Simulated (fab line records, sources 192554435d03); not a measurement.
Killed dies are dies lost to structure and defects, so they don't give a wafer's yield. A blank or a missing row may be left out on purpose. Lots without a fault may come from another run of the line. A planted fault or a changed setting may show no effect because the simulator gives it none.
A struck lot beside a sound one | flow n5_finfet | 16 steps out of a route of 1938
Sound: wafers L723.2, L723.3, L723.4. Struck: wafer L736.1. (L736.6 of the same lot was not struck and is left out.) The cause comes at the end.
At each step with rows: each side's tool, then ch and its chambers, then its first start. Under that, the readings that differ: sound wafers | struck wafers | difference of the means | sigmas: that difference in standard deviations of wafers without a fault.
alike: readings whose means differ by less than 2 such deviations, and words and numbers that are the same on both sides. not compared: withheld readings, readings that some wafer has no value for, bounds like >300 that may hide the same value, and numbers for which the record gives no deviation and whose values overlap.
The two part at a step that has a row with sigmas, a row that says differs or no value, or rows on one side only. Numbers that don't overlap but have no deviation are shown without sigmas and don't part them. A reading that every wafer of one side lacks parts them only if that side has two wafers or more.

first, 4 steps without rows for these wafers: N5_BEOL_M11_HM_STRIP_39 (strips TiN in peroxide tin strip, target depth 25 nm, time 158 s); N5_BEOL_M11_SRD_40 (time 30 s); N5_BEOL_M11_PRECLEAN_42 (cleans in residue remover, time 60 s); N5_BEOL_M11_SRD_43 (time 30 s).
N5_BEOL_M11_CD_MEAS_35: target cd 70 nm.
  sound on cd_sem-02, day 13 17:03; struck on cd_sem-01, day 15 23:23
  alike: cd_nm
then, 1 step without rows for these wafers: N5_BEOL_M11_CURE_72 (cures SiCOH lowk, time 120 s).
N5_BEOL_M11_DEGAS_44: time 60 s.
  sound on pvd_sputter-01, day 13 19:05; struck on pvd_sputter-02, day 16 00:23
  alike: heater_power_w
N5_BEOL_M11_PRE_CLEAN_45: time 30 s.
  sound on pvd_sputter-01, day 13 19:07; struck on pvd_sputter-02, day 16 00:25
  alike: heater_power_w
N5_BEOL_M11_ALD_74: deposits TaN, target thk 2 nm, pulse time 2 s, purge time 3 s.
  sound on ald_metal-03 ch 0,1,2, day 13 19:11; struck on ald_metal-03 ch 2, day 16 00:29
  reading               | sound          | struck | difference | sigmas
  since_wet_clean_h (h) | 6124 6124 6124 | 9      | -6115      |
  alike: heater_power_w
then, 2 steps without rows for these wafers: N5_BEOL_M11_SURFACE_TREAT_76; N5_BEOL_M11_CVD_75 (deposits Co from CCTBA/H2, target thk 2 nm, time 138.9 s).
N5_BEOL_M11_SPUTTER_48: material Cu, target thk 12 nm, time 2 s.
  sound on pvd_sputter-02, day 13 19:55; struck on pvd_sputter-01, day 16 00:56
  alike: chuck_gas_flow_sccm, substrate_temp_c, throttle_valve_pct
N5_BEOL_M11_ECD_50: material Cu, target thk 318 nm.
  sound on ecd_cu-01 ch 0,1, day 13 20:02; struck on ecd_cu-01 ch 0, day 16 01:03
  reading                                 | sound             | struck | difference | sigmas
  model.Cu_of_BEOL_M11_ECD_50.thk_nm (nm) | 316.6 319.6 321.2 | 215    | -104       |
N5_BEOL_M11_ANNEAL_51: time 90 s.
  sound on rtp_anneal-02 ch 0, day 13 21:01; struck on rtp_anneal-02 ch 0, day 16 01:10
  alike: wafer_temp_C_max
N5_BEOL_M11_CMP_52: polishes, stops on SiCOH lowk, t overpolish 7 s, target thk 140 nm.
  sound on cmp-03 ch 0,2,3, day 13 21:16; struck on cmp-04 ch 2, day 16 01:50
  reading                | sound          | struck | difference | sigmas
  time_to_endpoint_s (s) | 62.7 64.4 63.4 | 45.9   | -17.6      | -7
  alike: clearing_platen_down_force_psi, motor_current_A
N5_BEOL_M11_THK_MEAS_53: measures by xrf.
  sound on film_metro-02, day 13 21:34; struck on film_metro-02, day 16 02:02
  alike: M11_THK

WHERE THEY PART
Only at N5_BEOL_M11_CMP_52, within this record. Later steps at which nothing parts them and some readings are alike: N5_BEOL_M11_THK_MEAS_53.

WHY: what the simulator had put in
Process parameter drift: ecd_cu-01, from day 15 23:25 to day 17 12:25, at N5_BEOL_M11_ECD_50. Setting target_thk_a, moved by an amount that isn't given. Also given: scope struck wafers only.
